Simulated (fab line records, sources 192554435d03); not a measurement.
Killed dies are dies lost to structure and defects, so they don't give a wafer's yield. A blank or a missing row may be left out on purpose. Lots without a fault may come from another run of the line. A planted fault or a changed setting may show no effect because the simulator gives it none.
Which tool did it? | flow n5_finfet | 9 lots, 27 wafers sampled, at 5 steps of a route of 1938

WHAT THE GAUGES READ, wafer by wafer
N5_BEOL_M4_RC_MEAS_101.
lot  | measured     | on        | RS_NWELL (ohm/sq)
L676 | day 7 19:40  | prober-02 | 1045 1038 1033
L680 | day 8 20:38  | prober-02 | 1041 1038 1035
L681 | day 9 08:31  | prober-01 | 1050 1032 1039
L682 | day 10 00:50 | prober-01 | 1036 1041 1035
L684 | day 9 22:04  | prober-02 | 950 954 953
L686 | day 10 06:25 | prober-01 | 935 943 954
L692 | day 12 01:48 | prober-02 | 1034 1030 1033
L696 | day 12 18:34 | prober-02 | 1043 1027 1037
L698 | day 13 21:09 | prober-02 | 1042 1037 1039

WHICH TOOL RAN EACH LOT (tool, then ch and the chambers of the sampled wafers, then the start)
lot  | N5_ZERO_LAYER_DESCUM_16           | N5_ZERO_LAYER_ETCH_18           | N5_WELL_APT_IMPLANT_14         | N5_PMOS_HMC_CHANNEL_EPI_FIN_RECESS_16
L676 | rie_diel-01 ch 1,2,3, day 1 12:43 | rie_si-06 ch 1,2,3, day 1 12:50 | implanter-02 ch 0, day 1 13:56 | rie_si-01 ch 0,1,2, day 1 18:26
L680 | rie_diel-06 ch 0,1, day 2 12:49   | rie_si-06 ch 1,2, day 2 12:55   | implanter-01 ch 0, day 2 13:58 | rie_si-05 ch 0,1,3, day 2 17:41
L681 | rie_diel-06 ch 0,1, day 2 18:41   | rie_si-06 ch 0,1, day 2 18:47   | implanter-02 ch 0, day 2 20:02 | rie_si-01 ch 1,3, day 2 23:41
L682 | rie_diel-06 ch 0,1,3, day 3 01:04 | rie_si-04 ch 1,3, day 3 01:10   | implanter-01 ch 0, day 3 02:17 | rie_si-01 ch 0,1,2, day 3 06:08
L684 | rie_diel-01 ch 0,1, day 3 12:48   | rie_si-03 ch 1,2,3, day 3 12:55 | implanter-02 ch 0, day 3 14:35 | rie_si-05 ch 1,2,3, day 3 18:23
L686 | rie_diel-06 ch 2,3, day 4 00:54   | rie_si-03 ch 0,2,3, day 4 01:00 | implanter-02 ch 0, day 4 02:08 | rie_si-05 ch 0,1,2, day 4 06:42
L692 | rie_diel-03 ch 0,2,3, day 5 12:50 | rie_si-03 ch 0,2,3, day 5 12:56 | implanter-01 ch 0, day 5 14:16 | rie_si-05 ch 0,1,2, day 5 17:53
L696 | rie_diel-06 ch 1,2,3, day 6 12:49 | rie_si-03 ch 1,2,3, day 6 12:56 | implanter-02 ch 0, day 6 14:25 | rie_si-01 ch 0,1,3, day 6 19:05
L698 | rie_diel-06 ch 0,1,2, day 7 00:49 | rie_si-06 ch 1,2, day 7 00:55   | implanter-01 ch 0, day 7 01:56 | rie_si-02 ch 0,1, day 7 06:16
- N5_ZERO_LAYER_DESCUM_16: chemistry O2, time 7.9 s.
- N5_ZERO_LAYER_ETCH_18: etches Si in HBr/Cl2, target depth 120 nm, time 40 s.
- N5_WELL_APT_IMPLANT_14
- N5_PMOS_HMC_CHANNEL_EPI_FIN_RECESS_16: chemistry HBr/Cl2, target Si, target depth 54 nm, time 18 s.

THE ANSWER, worked out from the rows above alone
Rule: what is usual is taken from the lots themselves. Put in order of their means at a reading, lots are off if they are a third of the lots or fewer, leave a main group of 4 or more, and stand apart from it by a gap of 3 or more times the standard deviation of the main group's means; of several such gaps the widest counts. A main group whose means are all the same, to the digits that the tables above print for the reading, isn't used. A lot without any number at a reading at which 4 lots or more have one is off too. The other lots that the step has rows for count as sound.
Off: L684, L686, at N5_BEOL_M4_RC_MEAS_101 (RS_NWELL). The main group: mean 1037 ohm/sq, standard deviation 2.5.
A tool fits if, at a process step before that reading, it ran every lot that is off, and no sound lot after the first of them. The gauges at N5_BEOL_M4_RC_MEAS_101 are tried like those tools. None of those tried fits.

WHAT THE SIMULATOR HAD PUT IN
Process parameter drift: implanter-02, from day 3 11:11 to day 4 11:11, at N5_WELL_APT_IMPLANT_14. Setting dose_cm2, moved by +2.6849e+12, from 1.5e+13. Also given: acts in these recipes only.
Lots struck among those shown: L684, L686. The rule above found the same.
